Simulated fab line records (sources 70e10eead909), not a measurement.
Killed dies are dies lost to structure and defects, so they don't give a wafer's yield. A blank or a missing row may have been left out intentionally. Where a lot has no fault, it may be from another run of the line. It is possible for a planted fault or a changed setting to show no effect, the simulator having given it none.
Problem report in the 8D (eight disciplines) form, filled by code || flow nand harc || the parts of the form that need people (team, actions taken, sign-off) are left out

## 1. WHAT IS WRONG
Wafers without a fault read 3.6, standard deviation 2.4; killed at periphery at NHARC_END_SORT_01 reads a mean of 47.8 on 4 wafers belonging to 2 lots. Measured from the usual mean, that is +18 standard deviations.
Earliest sighting: wafer L670.1 on prober-01 at day 23 07:30. The record has a number at this step for 6 wafers belonging to 2 lots. Rule for "out" (also "out of limits"): further than 4 standard deviations from the usual mean. Any other wafer with a number is counted as sound.

## 2. WHAT IT IS; WHAT IT IS NOT
{"question": "which readings at this step", "is": "killed at periphery", "is not": "killed at array, killed at other, killed open, killed short"}
{"question": "which lots", "is": "L670, L672", "is not": "-"}
{"question": "which wafers of those lots", "is": "L670.1, L670.6, L672.2, L672.6", "is not": "L670.2, L672.3"}
{"question": "read on which gauges", "is": "prober-01, prober-02", "is not": "-"}
{"question": "when", "is": "from day 23 07:30", "is not": "up to then (0 sound wafers); but 2 sound wafers of L670, L672 came after"}

## 3. SUSPECTS, AND WHAT RULES EACH OUT
Counting: any tool at a process step up to the reading remains a suspect provided it ran every lot that is out. Sound lots after the first of them don't rule it out here, since some wafers of a struck lot are sound.
- the gauge at NHARC_END_SORT_01: ruled out. Those wafers that are out were read across 2 gauges (prober-01, prober-02).
- rie diel-08 at NHARC_P_CONTACT_STRIP_28 (strips in O2): kept. It ran every lot that is out, first L670 (day 9 16:05).
- rie diel-04 at NHARC_THIN_TSV_ETCH_44 (etches the open film in CF4/O2, target depth 1594.2 nm, time 797.1 s): kept. It ran every lot that is out, first L670 (day 22 16:23).
- rie diel-08, NHARC_P_CONTACT_STRIP_28: wafers that are out in chamber 3, sound lot-mates in chambers 0, 1.
What counting leaves: rie diel-08 at NHARC_P_CONTACT_STRIP_28 and rie diel-04 at NHARC_THIN_TSV_ETCH_44.

## 4. THE CAUSE (what the simulator had put in)
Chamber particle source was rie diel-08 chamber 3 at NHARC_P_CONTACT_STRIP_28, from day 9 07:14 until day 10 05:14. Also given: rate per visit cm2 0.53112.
Counting left 2 suspects, and this tool is among them.

## 5. THE EFFECT CHAIN, in route order
Rows list readings where the struck wafers' mean (over those with a number) sits beyond 3 standard deviations from the usual. Only readings whose record carries a usual standard deviation are examined. hours: median over the lots of the time between each lot's start at the first step of this table that gives one and its start at this step. sigmas: the change, counted in usual standard deviations.
{"hours": 0, "step": "NHARC_END_SORT_01", "reading": "killed at periphery", "usual": 3.6, "on struck wafers": 47.8, "change": "+44.1", "sigmas": "+18"}
{"hours": 0, "step": "NHARC_END_SORT_01", "reading": "killed dies", "usual": 26, "on struck wafers": 66, "change": "+40", "sigmas": "+4.5"}

## 6. HOW IT WOULD HAVE BEEN CAUGHT EARLIER
In this record the first reading out of limits at a measuring or inspecting step was taken at day 23 07:30, 336 hours after the fault began at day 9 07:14.
No tool reading at NHARC_P_CONTACT_STRIP_28 that has a usual standard deviation in the record was out on any struck wafer, so an alarm limit of 4 standard deviations on those readings would not have fired.
Each of the lots that are out, 2 in all, had begun NHARC_P_CONTACT_STRIP_28 on rie diel-08 no later than day 23 07:30. A hold on the tool at that time would have spared none of them.
